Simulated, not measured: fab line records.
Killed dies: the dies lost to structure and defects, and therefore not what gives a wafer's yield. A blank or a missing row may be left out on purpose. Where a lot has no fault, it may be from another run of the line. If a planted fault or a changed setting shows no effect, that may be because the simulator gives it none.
Chamber matching || flow nand harc || NHARC_P_CONTACT_CMP_01 on cmp-01 has 4 sister chambers
The step polishes SiO2, target thk 200 nm. 4 wafers are shown with their chamber, then 9 later ones without.

WAFERS WITH THEIR CHAMBER
{"wafer": "L083.4", "chamber": 1, "motor current A (A)": 12.7}
{"wafer": "L084.4", "chamber": 2, "motor current A (A)": 11.3}
{"wafer": "L088.2", "chamber": 3, "motor current A (A)": 11.0}
{"wafer": "L088.5", "chamber": 0, "motor current A (A)": 11.4}

WAFERS WHOSE CHAMBER IS MISSING
{"wafer": "L090.1", "motor current A (A)": 11.5}
{"wafer": "L090.5", "motor current A (A)": 11.8}
{"wafer": "L090.6", "motor current A (A)": 11.1}
{"wafer": "L095.3", "motor current A (A)": 12.2}
{"wafer": "L095.5", "motor current A (A)": 12.3}
{"wafer": "L095.6", "motor current A (A)": 11.7}
{"wafer": "L097.3", "motor current A (A)": 11.8}
{"wafer": "L097.5", "motor current A (A)": 11.7}
{"wafer": "L097.6", "motor current A (A)": 12.2}

WHICH CHAMBER EACH WENT THROUGH
{"wafer": "L090.1", "from the rows above": "can't be placed: 0 or 2 or 3", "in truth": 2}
{"wafer": "L090.5", "from the rows above": "can't be placed: 0 or 2 or 3 or 1", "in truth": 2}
{"wafer": "L090.6", "from the rows above": "can't be placed: 3 or 2 or 0", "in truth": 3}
{"wafer": "L095.3", "from the rows above": "can't be placed: 1 or 0 or 2 or 3", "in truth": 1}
{"wafer": "L095.5", "from the rows above": "can't be placed: 1 or 0 or 2", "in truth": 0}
{"wafer": "L095.6", "from the rows above": "can't be placed: 0 or 2 or 3 or 1", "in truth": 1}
{"wafer": "L097.3", "from the rows above": "can't be placed: 0 or 2 or 3 or 1", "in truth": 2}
{"wafer": "L097.5", "from the rows above": "can't be placed: 0 or 2 or 3 or 1", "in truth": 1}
{"wafer": "L097.6", "from the rows above": "can't be placed: 1 or 0 or 2 or 3", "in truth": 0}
Correctly placed: 0 of 9. Can't be placed from these rows: 9 (the true chamber is among the candidates in 9). Wrongly placed: 0.
How it was worked out, from the rows above alone: a wafer's distance from a chamber is the root of the sum, over the readings, of the square of ((its reading less the chamber's mean) divided by the reading's scatter). The wafer belongs to the nearest chamber; if the next one is less than 2 further off, it can't be placed. Each chamber's mean is taken over the wafers shown for it. The scatter: with one shown wafer a chamber, the root of the mean of the squares of how far each hidden wafer lies from its nearest shown one.
